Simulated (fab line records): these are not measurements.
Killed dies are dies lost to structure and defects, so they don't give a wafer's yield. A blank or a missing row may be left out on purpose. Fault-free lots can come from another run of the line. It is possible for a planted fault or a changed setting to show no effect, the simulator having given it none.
A struck lot beside a sound one    flow nand harc    22 steps out of a route of 1302
Sound: wafers L990.1, L990.2, L990.4. Wafers L995.1, L995.2, L995.5 were the ones struck. The cause is given at the end.
At each step with rows: each side's tool, then ch and its chambers, then its first start. Under that, the readings that differ: sound wafers    struck wafers    difference of the means    sigmas: that difference in standard deviations of wafers without a fault.
alike: same words and numbers on both sides, and readings whose means sit less than 2 such deviations apart. not compared: any withheld reading, any reading some wafer has no value for, any bound like >300 that may hide the same value, and any number with overlapping values for which the record gives no deviation.
Wherever a step has rows on one side only, a row that says differs or no value, or a row with sigmas, the two part there. When numbers do not overlap yet have no deviation, they are printed without sigmas and do not part them. A reading that every wafer of one side lacks parts them only if that side has two wafers or more.

first, 10 steps without rows for these wafers: NHARC_P_M0_SRD_25; NHARC_P_M0_PRE_CLEAN_31 (time 12 s); NHARC_P_M0_DEP_32 (deposits SiCN, target thk 30 nm); NHARC_P_M1_DEP_00 (deposits SiOC, target thk 182.5 nm); NHARC_P_M1_DEHYDRATE_01 (time 120 s); NHARC_P_M1_HMDS_02 (time 30 s); NHARC_P_M1_COAT_34 (time 65 s); NHARC_P_M1_COAT_03 (resist thk 90 nm); NHARC_P_M1_SOFTBAKE_04 (time 55 s); NHARC_P_M1_EBR_05.
NHARC_P_M1_EXPOSE_06: exposes mask P M1, target cd 130 nm.
  sound on arfi scanner-03 ch 0, day 9 15:02; struck on arfi scanner-03 ch 0, day 11 08:19
reading               sound              struck                difference  sigmas
exposure dose mJ cm2  81.83 81.76 81.87  110.44 110.44 110.47  +28.63      +99 or more
  alike: mask
then, 2 steps without rows for these wafers: NHARC_P_M1_PEB_07 (peb time 65 s); NHARC_P_M1_DEVELOP_08 (develop time 35 s).
NHARC_P_M1_CD_MEAS_09: target cd 130 nm.
  sound on cd sem-02 ch 0, day 9 15:11; struck on cd sem-01 ch 0, day 11 08:28
reading     sound              struck             difference  sigmas
cd nm (nm)  129.2 129.0 129.8  147.4 147.6 147.6  +18.2       +34
NHARC_P_M1_DESCUM_14: chemistry O2, time 3 s.
  sound on rie diel-06 ch 1,2,3, day 9 15:22; struck on rie diel-06 ch 0,2,3, day 11 08:40
reading                sound            struck             difference  sigmas
model.P_M1.cd nm (nm)  129.3 129 129.7  147.1 147.3 147.6  +18.0       
  alike: drypump motor current A, o2 flow sccm, oes product au, rf vpp V, showerhead plenum p Torr, throttle valve pct
  not compared: rf hours counter h
then, 2 steps without rows for these wafers: NHARC_P_M1_ETCH_35 (etches the open film in N2/H2, target depth 40 nm, overetch 12 nm, time 43.94 s); NHARC_P_M1_ETCH_15 (etches the open film in C4F8/Ar, target depth 182.5 nm, time 91.2 s).
NHARC_P_M1_CD_MEAS_16:
  sound: cd sem-03 at day 9 15:40; struck: cd sem-03 at day 11 08:57
reading     sound              struck             difference  sigmas
cd nm (nm)  128.9 128.9 129.3  146.7 146.9 147.5  +18.0       +27
then, 1 step without rows for these wafers: NHARC_P_M1_STRIP_18 (strips in N2/H2).
NHARC_P_M1_ETCH_28: etches the open film in CF4/N2, target depth 30 nm, time 72.99 s.
  sound: rie diel-10 ch 0,1,2; struck: rie diel-02 ch 0,2,3
reading                sound            struck             difference  sigmas
model.P_M1.cd nm (nm)  129 128.7 129.7  146.8 146.7 146.8  +17.6       
  alike: drypump motor current A, oes product au, rf fwd power W, rf vpp V, showerhead plenum p Torr, throttle valve pct
  not compared: rf hours counter h
then, 1 step without rows for these wafers: NHARC_P_M1_STRIP_19 (strips in post etch residue remover, time 600 s).
-- record jumps: 18 days between struck wafers' starts before vs after; left off in module P_M1, resumes in module END, first step shown is number 1302 of the route --
NHARC_END_SORT_01:
  sound on prober-01 ch 0, day 27 20:34; struck on prober-01 ch 0, day 29 17:27
  alike: defect limited yield, killed at array, killed at other, killed at periphery, killed dies, killed open, killed short

== WHERE THEY PART ==
At NHARC_P_M1_EXPOSE_06 first; at NHARC_P_M1_CD_MEAS_16 last (within this record only). Later steps at which nothing parts them and some readings are alike: NHARC_P_M1_ETCH_28, NHARC_END_SORT_01.

WHY: what the simulator had put in
Process parameter drift: arfi scanner-03, from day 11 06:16 on, at NHARC_P_M1_EXPOSE_06. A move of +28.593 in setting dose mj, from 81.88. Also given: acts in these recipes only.
